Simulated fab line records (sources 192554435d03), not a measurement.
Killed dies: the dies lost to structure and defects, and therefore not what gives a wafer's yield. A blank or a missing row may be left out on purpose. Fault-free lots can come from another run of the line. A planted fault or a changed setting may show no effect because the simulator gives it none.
Matching of chambers    flow n5_finfet    4 sister chambers for N5_BEOL_M8_ALD_77 on ald_metal-01
The step deposits TaN, target thk 2 nm, pulse time 2 s, purge time 3 s. 7 wafers are shown with their chamber, then 8 later ones without.

## WAFERS, EACH WITH ITS CHAMBER
wafer   chamber  heater_power_w (W)  precursor_vessel_temp_c (C)
L076.5  0        409                 75.11
L079.5  0        401                 74.93
L084.2  3        400                 74.90
L085.3  2        471                 74.81
L085.4  1        405                 75.20
L085.5  2        473                 74.97
L092.2  1        413                 74.98

## WAFERS WITHOUT THEIR CHAMBER
wafer   heater_power_w (W)  precursor_vessel_temp_c (C)
L092.4  402                 75.16
L092.5  474                 75.19
L095.1  397                 75.02
L095.3  466                 75.14
L095.6  399                 74.89
L097.1  476                 74.95
L097.2  410                 75.29
L097.5  407                 75.22

## THE CHAMBER EACH PASSED THROUGH
wafer   from the rows above           in truth
L092.4  can't be placed: 0 or 1 or 3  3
L092.5  2                             2
L095.1  can't be placed: 3 or 0 or 1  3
L095.3  2                             2
L095.6  can't be placed: 3 or 0       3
L097.1  2                             2
L097.2  can't be placed: 1 or 0       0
L097.5  can't be placed: 1 or 0 or 3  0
3 of 8 placed correctly. These rows do not allow placing 5 (true chamber among the candidates in 5). Wrongly placed: 0.
How it was worked out, from the rows above alone: a wafer's distance from a chamber is the root of the sum, over the readings, of the square of ((its reading less the chamber's mean) divided by the reading's scatter). The wafer belongs to the nearest chamber; if the next one is less than 2 further off, it can't be placed. A chamber's mean is the mean of its shown wafers. The scatter: take each reading less its chamber's mean, square it, sum over the shown wafers, divide by the number of wafers less the number of chambers, and take the root.
